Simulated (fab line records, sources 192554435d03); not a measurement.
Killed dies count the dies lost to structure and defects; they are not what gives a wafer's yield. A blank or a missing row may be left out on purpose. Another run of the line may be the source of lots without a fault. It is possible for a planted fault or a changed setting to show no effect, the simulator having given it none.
Chamber matching :: flow n5 finfet :: ald sin-04 running N5_SPACER0_ALD_07: 4 sister chambers
The step deposits SiNx, target thk 2 nm. 16 wafers are shown with their chamber, then 8 later ones without.

WAFERS WITH THEIR CHAMBER
wafer: L074.1
chamber: 0
heater power w (W): 856

wafer: L074.2
chamber: 1
heater power w (W): 847

wafer: L074.3
chamber: 3
heater power w (W): 764

wafer: L075.3
chamber: 0
heater power w (W): 887

wafer: L075.4
chamber: 1
heater power w (W): 849

wafer: L075.6
chamber: 2
heater power w (W): 703

wafer: L079.3
chamber: 2
heater power w (W): 698

wafer: L079.4
chamber: 0
heater power w (W): 873

wafer: L079.6
chamber: 3
heater power w (W): 764

wafer: L081.1
chamber: 0
heater power w (W): 876

wafer: L081.2
chamber: 2
heater power w (W): 730

wafer: L081.5
chamber: 2
heater power w (W): 696

wafer: L083.1
chamber: 0
heater power w (W): 879

wafer: L083.2
chamber: 3
heater power w (W): 786

wafer: L083.5
chamber: 3
heater power w (W): 754

wafer: L085.2
chamber: 0
heater power w (W): 856

SIGNATURES (averages over the wafers above)
reading: heater power w
chamber 0: 871.17
chamber 1: 848.00
chamber 2: 706.75
chamber 3: 767.00
scatter within a chamber: 13.2
Rule: for a wafer and a chamber, the distance is found by dividing, reading by reading, the gap between the wafer's reading and the chamber's mean by the reading's scatter, squaring, summing and taking the root. The wafer belongs to the nearest chamber; if the next one is less than 2 further off, it can't be placed. The scatter: the root of (the sum of the squares of (reading less its chamber's mean) over the shown wafers, divided by (wafers less chambers)).

WAFERS WITHOUT THEIR CHAMBER
wafer: L085.4
heater power w (W): 703

wafer: L085.6
heater power w (W): 897

wafer: L087.1
heater power w (W): 830

wafer: L087.2
heater power w (W): 718

wafer: L087.6
heater power w (W): 715

wafer: L094.4
heater power w (W): 771

wafer: L094.5
heater power w (W): 787

wafer: L094.6
heater power w (W): 718

CHAMBER TAKEN BY EACH
wafer: L085.4
from the rows above: 2
in truth: 2

wafer: L085.6
from the rows above: can't be placed: 0 or 1
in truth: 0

wafer: L087.1
from the rows above: can't be placed: 1 or 0
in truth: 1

wafer: L087.2
from the rows above: 2
in truth: 2

wafer: L087.6
from the rows above: 2
in truth: 2

wafer: L094.4
from the rows above: 3
in truth: 3

wafer: L094.5
from the rows above: 3
in truth: 3

wafer: L094.6
from the rows above: 2
in truth: 2
Correctly placed: 6 of 8. Cannot be placed on the basis of these rows: 2; the candidates contain the true chamber in 2. Placed wrongly: 0.
